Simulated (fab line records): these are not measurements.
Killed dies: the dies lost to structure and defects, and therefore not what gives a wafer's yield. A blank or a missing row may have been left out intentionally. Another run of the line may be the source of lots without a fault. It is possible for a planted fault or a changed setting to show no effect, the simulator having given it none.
Which tool is to blame?    flow n5_finfet    Sampling: 24 lots, 72 wafers, 6 of 1938 route steps

## WHAT THE GAUGES SHOWED, per wafer
N5_GATE_CUT_CD_MEAS_13: the cd target is 20 nm. Usual: cd_nm 20.02 nm, standard deviation 0.23.
lot   measured      on         cd_nm (nm)         flag
L074  day 4 11:55   cd_sem-03  20.23 20.31 19.72  
L075  day 4 16:22   cd_sem-01  19.95 20.20 20.40  
L076  day 4 23:33   cd_sem-02  19.86 20.22 19.96  
L077  day 5 05:39   cd_sem-02  19.99 20.24 20.26  
L078  day 5 16:14   cd_sem-02  20.00 20.00 19.63  
L079  day 5 20:06   cd_sem-01  19.67 19.55 19.74  
L080  day 6 03:27   cd_sem-01  19.85 19.43 19.59  
L081  day 6 09:17   cd_sem-01  20.10 20.34 20.44  
L082  day 6 15:39   cd_sem-01  20.26 20.16 20.49  
L083  day 6 18:28   cd_sem-02  19.84 19.87 20.24  
L084  day 7 03:43   cd_sem-03  19.73 19.82 19.90  
L085  day 7 10:15   cd_sem-01  20.00 20.25 19.95  
L086  day 7 16:55   cd_sem-03  20.02 19.70 20.18  
L087  day 7 20:18   cd_sem-03  19.91 19.81 20.34  
L088  day 8 03:22   cd_sem-02  20.09 20.18 20.22  
L089  day 8 07:31   cd_sem-01  19.84 19.87 19.78  
L090  day 8 12:07   cd_sem-01  20.19 19.90 20.29  
L091  day 8 18:54   cd_sem-02  20.13 20.06 19.83  
L092  day 9 01:50   cd_sem-02  20.27 19.53 20.26  
L093  day 9 09:27   cd_sem-03  19.97 20.04 20.20  
L094  day 9 10:52   cd_sem-01  20.28 20.55 19.93  
L095  day 9 18:31   cd_sem-01  20.24 19.70 20.07  
L096  day 10 08:41  cd_sem-01  20.13 20.18 20.22  
L097  day 10 11:48  cd_sem-03  20.28 19.66 20.07  

N5_MOL_CONTACT_COAG_OVL_MEAS_41. Usual: VD_OVL typically reads 0.0 nm, with standard deviation 0.74.
lot   measured      on          VD_OVL (nm)     flag
L074  day 5 01:21   overlay-02  0.8 0.5 0.5     
L075  day 5 06:43   overlay-01  0.3 -0.4 0.1    
L076  day 5 15:59   overlay-01  0.1 1.1 -0.2    
L077  day 5 23:32   overlay-02  -1.9 0.5 -1.2   
L078  day 6 09:16   overlay-02  -0.7 -0.1 -0.8  
L079  day 6 12:15   overlay-01  0.5 0.0 -0.2    
L080  day 6 18:44   overlay-02  0.0 0.8 0.7     
L081  day 7 01:22   overlay-01  -0.4 1.2 -0.5   
L082  day 7 07:36   overlay-01  0.4 1.3 1.4     
L083  day 7 08:18   overlay-02  -1.4 0.0 -0.6   
L084  day 7 18:46   overlay-02  -0.6 -0.4 -0.4  
L085  day 8 02:04   overlay-01  -1.0 0.3 -0.8   
L086  day 8 09:36   overlay-01  0.8 1.0 1.3     
L087  day 8 12:13   overlay-02  0.5 0.8 -0.3    
L088  day 8 20:46   overlay-01  -0.3 0.0 -0.5   
L089  day 9 01:11   overlay-01  0.0 -0.2 -0.7   
L090  day 9 05:16   overlay-02  -0.3 0.5 1.4    
L091  day 9 12:04   overlay-02  -0.8 -0.1 -0.5  
L092  day 9 18:44   overlay-02  -0.7 -0.2 -1.6  
L093  day 10 00:01  overlay-01  0.8 0.8 -0.4    
L094  day 10 03:15  overlay-02  -0.4 -0.7 -0.1  
L095  day 10 10:33  overlay-01  0.4 0.1 0.4     
L096  day 10 22:56  overlay-01  1.7 -0.8 0.4    
L097  day 11 07:46  overlay-02  0.4 0.9 0.4     

## EACH LOT AND THE TOOL THAT RAN IT (in order: tool; ch and the chambers of the sampled wafers; start)
lot   N5_GATE_CUT_ETCH_19                 N5_GATE_CUT_CUT_ETCH_53            N5_GATE_CUT_VAPOR_ETCH_51          N5_MOL_CONTACT_COAG_ETCH_15
L074  rie_diel-04 ch 2,3, day 4 12:19     rie_metal-02 ch 0,1, day 4 12:26   rie_metal-02 ch 0,1, day 4 12:40   rie_diel-05 ch 1,2, day 4 16:02
L075  rie_diel-03 ch 0,1,3, day 4 16:55   rie_metal-01 ch 0,1, day 4 17:02   rie_metal-01 ch 0,1, day 4 17:16   rie_diel-05 ch 0,1, day 4 20:42
L076  rie_diel-03 ch 0,2,3, day 4 23:58   rie_metal-01 ch 0,1, day 5 00:04   rie_metal-01 ch 0,1, day 5 00:18   rie_diel-05 ch 0,1,2, day 5 03:48
L077  rie_diel-03 ch 0,2, day 5 06:07     rie_metal-03 ch 0,1, day 5 06:13   rie_metal-03 ch 0,1, day 5 06:27   rie_diel-01 ch 1,3, day 5 09:49
L078  rie_diel-02 ch 0,1,3, day 5 16:38   rie_metal-02 ch 0, day 5 16:46     rie_metal-02 ch 0, day 5 17:14     rie_diel-05 ch 0,3, day 5 21:04
L079  rie_diel-03 ch 1,2,3, day 5 20:30   rie_metal-02 ch 0, day 5 20:39     rie_metal-02 ch 0, day 5 21:07     rie_diel-06 ch 1,2,3, day 6 00:50
L080  rie_diel-03 ch 2,3, day 6 04:42     rie_metal-02 ch 0,1, day 6 04:49   rie_metal-02 ch 0,1, day 6 05:03   rie_diel-05 ch 0,1,3, day 6 08:26
L081  rie_diel-03 ch 0,1,2, day 6 09:42   rie_metal-01 ch 0,1, day 6 09:49   rie_metal-01 ch 0,1, day 6 10:03   rie_diel-05 ch 0,2,3, day 6 13:35
L082  rie_diel-04 ch 1,2,3, day 6 16:11   rie_metal-01 ch 0,1, day 6 16:17   rie_metal-01 ch 0,1, day 6 16:32   rie_diel-06 ch 1,2, day 6 20:23
L083  rie_diel-02 ch 0,2,3, day 6 18:53   rie_metal-02 ch 0,1, day 6 18:59   rie_metal-02 ch 0,1, day 6 19:13   rie_diel-01 ch 1,2,3, day 6 22:35
L084  rie_diel-02 ch 0,1, day 7 04:08     rie_metal-03 ch 0,1, day 7 04:14   rie_metal-03 ch 0,1, day 7 04:29   rie_diel-06 ch 1,2,3, day 7 08:58
L085  rie_diel-04 ch 2,3, day 7 11:02     rie_metal-01 ch 0, day 7 11:09     rie_metal-01 ch 0, day 7 11:23     rie_diel-01 ch 0,2,3, day 7 15:19
L086  rie_diel-03 ch 0,1,2, day 7 17:19   rie_metal-03 ch 0,1, day 7 17:26   rie_metal-03 ch 0,1, day 7 17:40   rie_diel-01 ch 1,2,3, day 7 21:13
L087  rie_diel-02 ch 0,1, day 7 20:43     rie_metal-03 ch 0,1, day 7 20:49   rie_metal-03 ch 0,1, day 7 21:04   rie_diel-06 ch 1,2,3, day 8 00:31
L088  rie_diel-04 ch 0,2, day 8 04:09     rie_metal-02 ch 0,1, day 8 04:15   rie_metal-02 ch 0,1, day 8 04:29   rie_diel-06 ch 1,2,3, day 8 08:22
L089  rie_diel-02 ch 0,3, day 8 07:56     rie_metal-03 ch 0,1, day 8 08:02   rie_metal-03 ch 0,1, day 8 08:16   rie_diel-05 ch 0,1, day 8 11:38
L090  rie_diel-03 ch 0,2,3, day 8 12:32   rie_metal-02 ch 0,1, day 8 12:38   rie_metal-02 ch 0,1, day 8 12:52   rie_diel-06 ch 1,2,3, day 8 16:14
L091  rie_diel-04 ch 0,1,3, day 8 19:19   rie_metal-01 ch 0,1, day 8 19:25   rie_metal-01 ch 0,1, day 8 19:39   rie_diel-06 ch 0,2,3, day 9 00:53
L092  rie_diel-02 ch 0,1,3, day 9 02:15   rie_metal-02 ch 0,1, day 9 02:22   rie_metal-02 ch 0,1, day 9 02:37   rie_diel-01 ch 0,1,3, day 9 05:59
L093  rie_diel-04 ch 0,1,2, day 9 09:51   rie_metal-01 ch 0,1, day 9 09:58   rie_metal-01 ch 0,1, day 9 10:12   rie_diel-06 ch 0,2,3, day 9 13:37
L094  rie_diel-03 ch 0,1,2, day 9 11:16   rie_metal-03 ch 0,1, day 9 11:23   rie_metal-03 ch 0,1, day 9 11:37   rie_diel-01 ch 0,1,3, day 9 15:11
L095  rie_diel-02 ch 0,1,3, day 9 18:56   rie_metal-03 ch 0,1, day 9 19:03   rie_metal-03 ch 0,1, day 9 19:17   rie_diel-05 ch 0,1, day 9 22:39
L096  rie_diel-03 ch 0,2,3, day 10 09:06  rie_metal-01 ch 0,1, day 10 09:13  rie_metal-01 ch 0,1, day 10 09:27  rie_diel-01 ch 0,2,3, day 10 13:17
L097  rie_diel-03 ch 0,1,2, day 10 12:13  rie_metal-01 ch 0,1, day 10 12:19  rie_metal-01 ch 0,1, day 10 12:33  rie_diel-06 ch 0,1,2, day 10 15:55
- N5_GATE_CUT_ETCH_19: etches SiNx in CH3F/O2, target depth 53.7 nm, time 76.7 s.
- N5_GATE_CUT_CUT_ETCH_53: etches W in SF6/Cl2, target depth 79.2 nm.
- N5_GATE_CUT_VAPOR_ETCH_51: etches HfO2 in BCl3/Cl2.
- N5_MOL_CONTACT_COAG_ETCH_15: etches SiNx in CH3F/O2, stops on Si:P, target depth 7 nm.

## AS READ BY THE TOOLS THEMSELVES (means over the sampled wafers that have a number; for cases with no such wafer, the mark the record gives instead)
N5_GATE_CUT_ETCH_19. Usual: O2_flow_sccm 20.00 sccm, standard deviation 0.06; drypump_motor_current_A 5.8 A, standard deviation 0.45; etch_rf_on_time_s 77.1 s, standard deviation 1.2; oes_product_au 0.65 a.u., standard deviation 0.062; rf_vpp_V 296 V, standard deviation 3; showerhead_plenum_p_Torr 1.97 Torr, standard deviation 0.065; throttle_valve_pct 16.35 %, standard deviation 0.22.
lot   tool         O2_flow_sccm (sccm)  drypump_motor_current_A (A)  etch_rf_on_time_s (s)  oes_product_au (a.u.)  rf_vpp_V (V)  showerhead_plenum_p_Torr (Torr)  throttle_valve_pct (%)  flag
L074  rie_diel-04  19.97                5.7                          78.0                   0.60                   296           1.98                             16.54                   
L075  rie_diel-03  20.03                5.7                          77.2                   0.65                   296           1.97                             16.40                   
L076  rie_diel-03  20.00                6.2                          77.2                   0.67                   295           1.93                             16.35                   
L077  rie_diel-03  20.07                6.1                          76.9                   0.66                   297           1.92                             16.41                   
L078  rie_diel-02  20.03                5.9                          77.2                   0.64                   296           1.97                             16.21                   
L079  rie_diel-03  19.99                5.7                          76.9                   0.64                   295           1.97                             16.38                   
L080  rie_diel-03  20.04                6.2                          77.8                   0.67                   292           1.93                             16.30                   
L081  rie_diel-03  20.07                5.7                          76.0                   0.63                   297           1.97                             16.44                   
L082  rie_diel-04  20.01                5.9                          78.5                   0.61                   298           2.02                             16.46                   
L083  rie_diel-02  19.91                5.7                          78.6                   0.60                   297           2.01                             16.35                   
L084  rie_diel-02  20.02                5.7                          77.7                   0.65                   295           1.96                             16.34                   
L085  rie_diel-04  20.02                5.8                          77.7                   0.61                   296           1.98                             16.56                   
L086  rie_diel-03  19.99                5.7                          77.0                   0.62                   298           1.96                             16.46                   
L087  rie_diel-02  19.97                5.7                          76.1                   0.65                   293           1.90                             16.14                   
L088  rie_diel-04  20.02                5.7                          78.8                   0.58                   295           1.97                             16.63                   
L089  rie_diel-02  20.05                5.9                          78.1                   0.61                   296           2.02                             16.47                   
L090  rie_diel-03  19.99                6.2                          77.5                   0.65                   294           1.92                             16.39                   
L091  rie_diel-04  19.92                5.8                          78.0                   0.62                   299           2.01                             16.49                   
L092  rie_diel-02  20.01                5.9                          76.3                   0.70                   296           1.96                             16.10                   
L093  rie_diel-04  19.98                5.8                          76.9                   0.69                   298           2.01                             16.37                   
L094  rie_diel-03  19.98                5.7                          75.6                   0.70                   296           1.96                             16.31                   
L095  rie_diel-02  19.97                5.9                          76.4                   0.69                   295           1.96                             16.12                   
L096  rie_diel-03  20.08                6.2                          76.8                   0.64                   294           1.92                             16.42                   
L097  rie_diel-03  19.94                5.7                          75.5                   0.69                   296           1.96                             16.33                   

N5_GATE_CUT_CUT_ETCH_53. Usual: drypump_motor_current_A 5.8 A, standard deviation 0.33; etch_rf_on_time_s 26.3 s, standard deviation 0.46; oes_product_au 0.71 a.u., standard deviation 0.1; throttle_valve_pct 28.74 %, standard deviation 0.1.
lot   tool          drypump_motor_current_A (A)  etch_rf_on_time_s (s)  oes_product_au (a.u.)  throttle_valve_pct (%)  flag
L074  rie_metal-02  6.2                          25.8                   0.61                   28.68                   
L075  rie_metal-01  5.4                          26.6                   0.67                   28.84                   
L076  rie_metal-01  5.4                          26.5                   0.67                   28.85                   
L077  rie_metal-03  6.0                          26.3                   0.64                   28.70                   
L078  rie_metal-02  6.2                          25.6                   0.76                   28.74                   
L079  rie_metal-02  6.2                          25.9                   0.76                   28.75                   
L080  rie_metal-02  6.2                          25.8                   0.80                   28.68                   
L081  rie_metal-01  5.4                          26.6                   0.66                   28.84                   
L082  rie_metal-01  5.5                          26.4                   0.74                   28.80                   
L083  rie_metal-02  6.2                          26.0                   0.83                   28.59                   
L084  rie_metal-03  6.0                          26.3                   0.64                   28.71                   
L085  rie_metal-01  5.6                          26.2                   0.81                   28.75                   
L086  rie_metal-03  6.0                          26.1                   0.64                   28.71                   
L087  rie_metal-03  6.0                          26.3                   0.63                   28.71                   
L088  rie_metal-02  6.2                          25.9                   0.78                   28.68                   
L089  rie_metal-03  6.0                          26.5                   0.63                   28.70                   
L090  rie_metal-02  6.2                          25.8                   0.77                   28.68                   
L091  rie_metal-01  5.4                          26.3                   0.65                   28.85                   
L092  rie_metal-02  6.2                          25.9                   0.80                   28.60                   
L093  rie_metal-01  5.5                          26.2                   0.72                   28.80                   
L094  rie_metal-03  6.0                          26.4                   0.63                   28.71                   
L095  rie_metal-03  5.9                          26.8                   0.66                   28.71                   
L096  rie_metal-01  5.5                          26.6                   0.65                   28.86                   
L097  rie_metal-01  5.5                          26.5                   0.71                   28.81                   

N5_GATE_CUT_VAPOR_ETCH_51. Usual: drypump_motor_current_A 5.8 A, standard deviation 0.33; oes_product_au 0.79 a.u., standard deviation 0.11.
lot   tool          drypump_motor_current_A (A)  oes_product_au (a.u.)  flag
L074  rie_metal-02  6.2                          0.68                   
L075  rie_metal-01  5.4                          0.75                   
L076  rie_metal-01  5.5                          0.75                   
L077  rie_metal-03  6.0                          0.71                   
L078  rie_metal-02  6.2                          0.84                   
L079  rie_metal-02  6.2                          0.83                   
L080  rie_metal-02  6.2                          0.88                   
L081  rie_metal-01  5.4                          0.74                   
L082  rie_metal-01  5.5                          0.82                   
L083  rie_metal-02  6.2                          0.92                   
L084  rie_metal-03  6.0                          0.70                   
L085  rie_metal-01  5.5                          0.91                   
L086  rie_metal-03  6.0                          0.70                   
L087  rie_metal-03  6.0                          0.70                   
L088  rie_metal-02  6.2                          0.87                   
L089  rie_metal-03  6.0                          0.70                   
L090  rie_metal-02  6.2                          0.85                   
L091  rie_metal-01  5.4                          0.72                   
L092  rie_metal-02  6.2                          0.89                   
L093  rie_metal-01  5.5                          0.80                   
L094  rie_metal-03  6.0                          0.70                   
L095  rie_metal-03  5.9                          0.73                   
L096  rie_metal-01  5.4                          0.71                   
L097  rie_metal-01  5.5                          0.80                   

N5_MOL_CONTACT_COAG_ETCH_15. Usual: O2_flow_sccm 20.00 sccm, standard deviation 0.059; drypump_motor_current_A 5.6 A, standard deviation 0.41; oes_product_au 0.58 a.u., standard deviation 0.066; rf_vpp_V 296.4 V, standard deviation 2.3; showerhead_plenum_p_Torr 2.01 Torr, standard deviation 0.07; throttle_valve_pct 16.37 %, standard deviation 0.28.
lot   tool         O2_flow_sccm (sccm)  drypump_motor_current_A (A)  oes_product_au (a.u.)  rf_vpp_V (V)  showerhead_plenum_p_Torr (Torr)  throttle_valve_pct (%)  flag
L074  rie_diel-05  20.05                5.9                          0.55                   295.9         2.02                             16.43                   
L075  rie_diel-05  20.00                5.7                          0.62                   297.7         1.99                             16.13                   
L076  rie_diel-05  19.98                5.7                          0.61                   295.4         1.98                             16.29                   
L077  rie_diel-01  19.97                5.6                          0.55                   297.6         1.97                             16.29                   
L078  rie_diel-05  20.00                5.2                          0.68                   300.0         2.08                             16.09                   
L079  rie_diel-06  20.04                5.9                          0.57                   295.8         2.06                             16.54                   
L080  rie_diel-05  19.97                5.5                          0.69                   297.5         2.04                             16.02                   
L081  rie_diel-05  19.98                5.4                          0.65                   297.6         2.01                             16.21                   
L082  rie_diel-06  19.97                6.0                          0.57                   293.8         2.03                             16.49                   
L083  rie_diel-01  19.99                5.4                          0.56                   296.9         1.95                             16.16                   
L084  rie_diel-06  20.00                5.9                          0.56                   295.3         2.06                             16.57                   
L085  rie_diel-01  20.04                5.6                          0.56                   296.0         1.95                             16.28                   
L086  rie_diel-01  19.99                5.4                          0.56                   296.7         1.95                             16.19                   
L087  rie_diel-06  20.06                5.9                          0.56                   296.6         2.06                             16.58                   
L088  rie_diel-06  19.93                5.9                          0.55                   295.4         2.06                             16.58                   
L089  rie_diel-05  20.05                5.7                          0.65                   296.5         1.98                             16.01                   
L090  rie_diel-06  20.03                5.9                          0.55                   296.0         2.06                             16.59                   
L091  rie_diel-06  20.09                5.4                          0.55                   297.4         2.05                             16.61                   
L092  rie_diel-01  20.01                5.7                          0.53                   295.7         1.96                             16.44                   
L093  rie_diel-06  20.00                5.4                          0.54                   297.4         2.05                             16.61                   
L094  rie_diel-01  20.01                5.8                          0.53                   295.6         1.96                             16.44                   
L095  rie_diel-05  20.01                5.7                          0.63                   295.7         1.98                             16.04                   
L096  rie_diel-01  19.97                5.6                          0.55                   295.3         1.94                             16.32                   
L097  rie_diel-06  19.99                5.7                          0.58                   295.9         2.07                             16.50                   

## THE ANSWER, worked out from the rows above alone
Rule: a lot counts as off when the mean over its wafers that have a number is more than 3 standard deviations away from the usual mean. A lot without any number at a reading at which 4 lots or more have one is off too. Any other lot the step has rows for is counted as sound. Order of review: gauges by route order, followed by the tools' own readings, for which a lot's mean as printed above is used. At the first step where some lot is off, the reading lying furthest off is the one used; lots without a number count as furthest.
Across all readings shown, no lot is off: no conclusion can be drawn from this.

## WHAT WAS PUT IN BY THE SIMULATOR
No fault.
